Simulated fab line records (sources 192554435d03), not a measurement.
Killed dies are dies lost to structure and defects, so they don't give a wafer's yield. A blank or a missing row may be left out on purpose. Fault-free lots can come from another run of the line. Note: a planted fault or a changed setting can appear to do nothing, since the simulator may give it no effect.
Chamber matching ; flow n5_finfet ; N5_BEOL_M1_DESCUM_33 on rie_diel-04 has 4 sister chambers
The step chemistry O2, time 7 s. 16 wafers are shown with their chamber, then 8 later ones without.

== WAFERS WITH THEIR CHAMBER ==
wafer;chamber;showerhead_plenum_p_Torr (Torr);throttle_valve_pct (%);oes_product_au (a.u.)
L074.4;3;2.14;20.49;0.70
L074.5;2;2.07;19.90;0.94
L074.6;1;2.16;20.59;0.71
L086.3;2;2.06;19.95;0.88
L086.4;1;2.15;20.63;0.69
L086.5;2;2.06;19.94;0.88
L088.2;2;2.06;19.95;0.88
L088.4;1;2.15;20.62;0.69
L088.5;2;2.06;19.95;0.87
L089.2;1;2.15;20.63;0.68
L089.3;2;2.06;19.94;0.86
L089.5;3;2.13;20.14;0.96
L091.1;3;2.13;20.15;0.94
L091.2;2;2.06;19.97;0.85
L091.3;1;2.15;20.65;0.68
L094.1;0;2.14;20.18;0.96

SIGNATURES (means of the wafers above)
reading;chamber 0;chamber 1;chamber 2;chamber 3;scatter within a chamber
showerhead_plenum_p_Torr;2.1400;2.1520;2.0614;2.1333;0.0044
throttle_valve_pct;20.1800;20.6240;19.9429;20.2600;0.0837
oes_product_au;0.9600;0.6900;0.8800;0.8667;0.0629
Rule: distance of a wafer from a chamber = root of the sum over the readings of ((wafer's reading minus chamber's mean) / reading's scatter) squared. If the next closest chamber is less than 2 further off than the closest, the wafer can't be placed; otherwise it belongs to the closest. The scatter is the square root of a quotient: the sum, over the shown wafers, of each reading's squared deviation from its chamber's mean, divided by wafers minus chambers.

== WAFERS MISSING THEIR CHAMBER ==
wafer;showerhead_plenum_p_Torr (Torr);throttle_valve_pct (%);oes_product_au (a.u.)
L094.5;2.14;20.64;0.67
L094.6;2.14;20.18;0.96
L095.2;2.05;19.98;0.84
L095.3;2.12;20.17;0.90
L095.4;2.12;20.18;0.90
L097.2;2.05;19.98;0.84
L097.4;2.14;20.66;0.68
L097.5;2.05;19.97;0.84

== CHAMBER TAKEN BY EACH ==
wafer;from the rows above;in truth
L094.5;1;1
L094.6;0;0
L095.2;2;2
L095.3;can't be placed: 3 or 0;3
L095.4;can't be placed: 3 or 0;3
L097.2;2;2
L097.4;1;1
L097.5;2;2
Placed correctly: 6 of 8. Can't be placed from these rows: 2 (the true chamber is among the candidates in 2). Placed wrongly: 0.
